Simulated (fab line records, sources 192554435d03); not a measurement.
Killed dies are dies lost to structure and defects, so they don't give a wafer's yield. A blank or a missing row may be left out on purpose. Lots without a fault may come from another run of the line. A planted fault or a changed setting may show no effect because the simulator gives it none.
fab line records | flow n5_finfet | part 2 of 2: steps 5 to 6 of 6
record lots=23 wafers=69 last_day=17
route steps=1938 shown BEOL_M6@1238 BEOL_M7@1265
lots that met no fault: from a run of the same line without faults
start_h: hours from the record's first day to the start of the lot's first wafer shown | wait_h: hours since the lot's step before | " the same as in the row above | L1.1+2: a row that stands for several wafers | - no value, or no start given | * or withheld: withheld | < > ~ a bound
route shown NAME@n: a module of which the file shows steps, and the number in the route of the first | usual: mean/standard deviation of fault-free wafers | same: alike in all rows | chamber/n: place in a boat | sites: the reading at each site | _std_site: their standard deviation | _edge_site: outer sites' mean less inner sites' | radius_mm: how far each site lies from the wafer's centre | mask NAME#n: copy n | behind: the tool/chamber that last shaped the wafer | hold: why the lot was held/for how many hours/how that ended | device: the transistor (n, p or np) that didn't switch | end of line: the same wafers' tests at the end of the route | a step without rows: its recipe alone | killed: dies lost to structure and defects at the first sort, not the wafer's yield | map: a wafer's dies, x killed, . not, _ none there
set.NAME: the setting as run; set.NAME@STEP: as run at that earlier step | model.NAME: the simulator's own value behind a step, which no gauge read
steps of the route over a sample of lots; a table a step, a row a wafer
services: from which hour (start_h, from the record's first day; less than 0 if before it) a tool's chamber was out of use, for how many hours, and why
## steps
# step N5_BEOL_M7_CD_MEAS_18
# recipe pitch_nm=80 target_cd_nm=40
# usual cd_nm=40.0/0.85
# columns lot.wafer tool chamber start_h wait_h cd_nm
L076.3 cd_sem-01 - 203.97 0.1 39.8
L076.4 " - " " 40.8
L076.6 " - " " 41.3
L077.2 cd_sem-01 - 205.64 0.1 39.4
L077.4 " - " " 39.5
L077.6 " - " " 41.0
L074.1 cd_sem-03 - 214.43 0.0 39.9
L074.3 " - " " 40.3
L074.5 " - " " 40.5
L079.1 cd_sem-03 - 218.73 0.0 40.0
L079.3 " - " " 40.3
L079.5 " - " " 38.8
L078.4 cd_sem-03 - 224.86 0.0 39.8
L078.5 " - " " 38.7
L078.6 " - " " 39.9
L080.2 cd_sem-01 - 224.99 0.1 40.7
L080.3 " - " " 40.5
L080.6 " - " " 40.3
L081.1 cd_sem-02 - 227.92 0.0 41.9
L081.4 " - " " 41.4
L081.5 " - " " 41.3
L082.2 cd_sem-01 - 242.49 0.1 39.4
L082.4 " - " " 40.1
L082.5 " - " " 39.6
L083.1 cd_sem-02 - 245.90 0.0 38.7
L083.3 " - " " 38.1
L083.4 " - " " 39.3
L084.1 cd_sem-01 - 257.85 0.0 40.4
L084.2 " - " " 39.0
L084.4 " - " " 39.0
L085.2 cd_sem-03 - 265.88 0.1 41.3
L085.3 " - " " 41.3
L085.6 " - " " 41.7
L086.2 cd_sem-02 - 267.47 0.1 40.1
L086.4 " - " " 39.6
L086.5 " - " " 39.5
L087.1 cd_sem-01 - 274.35 0.0 40.4
L087.5 " - " " 40.6
L087.6 " - " " 40.8
L088.4 cd_sem-02 - 282.75 0.1 39.1
L088.5 " - " " 39.4
L088.6 " - " " 38.6
L089.2 cd_sem-01 - 286.70 0.1 39.6
L089.5 " - " " 41.0
L089.6 " - " " 39.8
L091.2 cd_sem-03 - 288.35 0.1 38.9
L091.5 " - " " 39.7
L091.6 " - " " 38.9
L090.2 cd_sem-01 - 298.94 0.1 40.5
L090.3 " - " " 39.4
L090.5 " - " " 39.6
L092.2 cd_sem-03 - 304.47 0.1 39.5
L092.4 " - " " 39.5
L092.5 " - " " 39.7
L094.2 cd_sem-03 - 309.20 0.1 40.9
L094.3 " - " " 39.5
L094.5 " - " " 40.0
L093.2 cd_sem-02 - 309.33 0.1 39.3
L093.3 " - " " 41.5
L093.6 " - " " 40.0
L095.2 cd_sem-02 - 320.69 0.1 38.4
L095.4 " - " " 39.9
L095.5 " - " " 39.8
L096.1 cd_sem-01 - 326.60 0.0 39.7
L096.4 " - " " 40.3
L096.6 " - " " 39.1
L097.3 cd_sem-02 - 326.92 0.1 40.2
L097.4 " - " " 39.1
L097.6 " - " " 40.0
# step N5_BEOL_M7_ETCH_65
# recipe chemistry=CF4 target=SiARC target_depth_a=156 mask_material=CAR-EUV time_s=26 ion_energy_ev=80 pressure_mtorr=40 source_w=545 bias_w=36 Ar_flow_sccm=100 cf4_flow_sccm=100 ends=cleared
# usual drypump_motor_current_A=5.9/0.57 etch_rf_on_time_s=26.3/0.99 oes_product_au=0.67/0.063 rf_vpp_V=184.1/1.2 showerhead_plenum_p_Torr=2.13/0.059 throttle_valve_pct=15.54/0.21
# columns lot.wafer tool chamber start_h wait_h drypump_motor_current_A etch_rf_on_time_s oes_product_au rf_hours_counter_h rf_vpp_V showerhead_plenum_p_Torr throttle_valve_pct
L076.3 rie_diel-04 2 204.73 0.0 5.7 27.3 0.61 175 182.5 2.05 15.51
L076.4 " 3 " " 6.7 25.3 0.68 139 182.4 2.07 15.46
L076.6 " 3 " " 6.6 25.1 0.68 - 182.8 2.07 15.46
L077.2 rie_diel-01 3 207.29 0.0 6.3 27.3 0.61 188 184.1 2.12 15.33
L077.4 " 0 " " 5.1 24.6 0.75 45 182.9 2.08 15.22
L077.6 " 0 " " 5.1 24.5 0.76 - 184.9 2.09 15.24
L074.1 rie_diel-02 2 217.12 0.0 6.2 25.2 0.76 30 184.9 2.28 15.41
L074.3 " 1 " " 5.4 25.5 0.64 173 184.1 2.14 15.61
L074.5 " 3 " " 5.9 27.0 0.59 - 184.2 2.13 16.00
L079.1 rie_diel-02 2 220.05 0.0 6.2 25.2 0.75 31 186.1 2.28 15.43
L079.3 " 3 " " 6.0 27.1 0.59 190 184.7 2.13 16.02
L079.5 " 2 " " 6.2 25.2 0.75 - 185.9 2.28 15.43
L080.2 rie_diel-04 2 225.53 0.0 5.7 27.1 0.61 182 184.3 2.05 15.55
L080.3 " 0 " " 6.1 27.3 0.60 187 184.7 2.22 15.73
L080.6 " 3 " " 6.7 25.1 0.68 - 181.6 2.07 15.47
L078.4 rie_diel-01 1 225.54 0.0 6.3 26.4 0.73 - 185.1 2.17 15.65
L078.5 " 3 " " 6.3 26.9 0.62 - 185.7 2.11 15.36
L078.6 " 0 " " 5.1 24.7 0.75 - 182.0 2.08 15.24
L081.1 rie_diel-01 3 229.35 0.0 6.3 27.5 0.61 195 184.4 2.11 15.38
L081.4 " 3 " " 6.3 27.4 0.61 - 185.7 2.11 15.37
L081.5 " 0 " " 5.1 25.2 0.73 - 183.2 2.08 15.23
L082.2 rie_diel-01 1 243.02 0.0 6.4 26.7 0.72 63 184.0 2.17 15.67
L082.4 " 2 " " 6.8 25.6 0.66 140 185.2 2.07 15.32
L082.5 " 3 " " 6.3 27.1 0.61 - 184.2 2.11 15.37
L083.1 rie_diel-04 0 247.31 0.0 6.1 27.7 0.60 194 184.4 2.21 15.73
L083.3 " 3 " " 6.7 25.1 0.68 153 182.0 2.07 15.46
L083.4 " 2 " " 5.7 27.5 0.60 188 182.0 2.05 15.53
L084.1 rie_diel-01 2 258.51 0.0 6.8 25.5 0.66 145 182.4 2.07 15.33
L084.2 " 3 " " 6.3 27.2 0.60 204 185.3 2.11 15.40
L084.4 " 0 " " 5.1 24.9 0.73 61 184.4 2.08 15.27
L085.2 rie_diel-04 2 266.75 0.0 5.7 27.7 0.60 193 182.0 2.05 15.56
L085.3 " 3 " " 6.6 25.2 0.67 158 182.0 2.07 15.48
L085.6 " 0 " " 6.1 27.8 0.60 - 185.2 2.21 15.75
L086.2 rie_diel-01 2 268.59 0.0 6.8 25.5 0.65 148 183.8 2.07 15.33
L086.4 " 3 " " 6.3 27.0 0.61 207 183.1 2.11 15.40
L086.5 " 0 " " 5.1 24.8 0.73 - 184.1 2.08 15.26
L087.1 rie_diel-04 1 278.25 0.0 5.0 25.2 0.73 61 183.2 2.17 15.54
L087.5 " 1 " " 5.0 25.3 0.72 - 183.9 2.17 15.53
L087.6 " 0 " " 6.1 27.9 0.59 - 184.1 2.21 15.75
L088.4 rie_diel-01 1 284.93 0.0 6.3 27.2 0.70 77 184.0 2.17 15.69
L088.5 " 2 " " 6.8 25.9 0.64 - 181.6 2.06 15.35
L088.6 " 3 " " 6.3 27.3 0.60 - 183.4 2.11 15.42
L089.2 rie_diel-04 2 287.99 0.0 5.7 27.6 0.59 203 184.3 2.04 15.58
L089.5 " 3 " " 6.6 25.3 0.66 - 182.8 2.06 15.50
L089.6 " 2 " " 5.7 27.3 0.60 - 183.2 2.04 15.59
L091.2 rie_diel-02 2 289.36 0.0 6.2 25.0 0.73 49 185.3 2.27 15.45
L091.5 " 3 " " 6.0 27.0 0.58 - 184.2 2.13 16.06
L091.6 " 0 " " 5.6 26.6 0.76 - 183.2 2.16 15.41
L090.2 rie_diel-04 0 301.10 0.0 6.1 27.8 0.59 209 186.0 2.21 15.78
L090.3 " 3 " " 6.7 25.1 0.67 172 183.8 2.06 15.51
L090.5 " 0 " " 6.1 27.6 0.60 - 185.6 2.21 15.78
L092.2 rie_diel-02 1 308.78 0.0 5.4 25.8 0.62 196 184.6 2.13 15.65
L092.4 " 3 " " 6.0 27.2 0.58 215 184.8 2.13 16.07
L092.5 " 1 " " 5.4 25.9 0.62 - 184.4 2.13 15.67
L094.2 rie_diel-02 0 311.25 0.0 5.5 26.6 0.75 31 183.5 2.16 15.44
L094.3 " 3 " " 6.0 27.2 0.58 215 185.3 2.13 16.06
L094.5 " 0 " " 5.6 26.9 0.75 - 185.3 2.16 15.42
L093.2 rie_diel-04 3 311.30 0.0 6.7 25.2 0.66 176 181.0 2.06 15.53
L093.3 " 0 " " 6.1 27.7 0.59 212 184.1 2.21 15.78
L093.6 " 3 " " 6.7 25.3 0.66 - 183.3 2.06 15.51
L095.2 rie_diel-02 1 321.27 0.0 5.4 25.7 0.62 201 183.8 2.13 15.66
L095.4 " 0 " " 5.5 26.7 0.75 34 184.5 2.16 15.45
L095.5 " 0 " " 5.6 26.7 0.75 - 183.0 2.16 15.44
L097.3 rie_diel-01 0 327.65 0.0 5.1 25.0 0.70 84 182.9 2.07 15.30
L097.4 " 1 " " 6.4 27.1 0.69 90 183.8 2.16 15.73
L097.6 " 0 " " 5.1 25.2 0.71 - 182.1 2.07 15.31
L096.1 rie_diel-02 0 328.17 0.0 5.5 27.0 0.75 38 184.7 2.16 15.45
L096.4 " 3 " " 6.0 27.1 0.57 221 184.8 2.12 16.05
L096.6 " 3 " " 6.0 27.0 0.58 - 184.6 2.12 16.08
## services
# columns tool chamber start_h hours kind
rie_diel-03 3 205.74 - clean
rie_diel-03 3 205.74 - consumable_replace:focus_ring
rie_diel-03 3 205.74 18.8 scheduled_down
rie_diel-03 3 205.74 18.8 vent_cycle
rie_diel-03 0 218.61 7.7 repair
rie_diel-01 2 220.07 16.1 repair
rie_diel-06 - 223.44 14.6 pm
pecvd-01 - 227.49 1.4 repair
rie_diel-05 - 229.22 0.1 repair
rie_diel-06 1 242.74 - clean
rie_diel-06 1 242.74 - consumable_replace:focus_ring
rie_diel-06 1 242.74 21.2 scheduled_down
rie_diel-06 1 242.74 21.2 vent_cycle
pecvd-04 0 247.73 2.1 scheduled_down
pecvd-02 2 262.76 15.1 repair
rie_diel-02 0 264.59 16.2 repair
pecvd-02 - 268.90 14.6 pm
rie_diel-02 - 271.50 14.6 pm
pecvd-04 1 292.16 6.6 repair
rie_diel-06 3 296.00 - clean
rie_diel-06 3 296.00 - consumable_replace:focus_ring
rie_diel-06 3 296.00 26.2 scheduled_down
rie_diel-04 1 310.45 4.1 repair
pecvd-04 - 320.93 1.3 repair
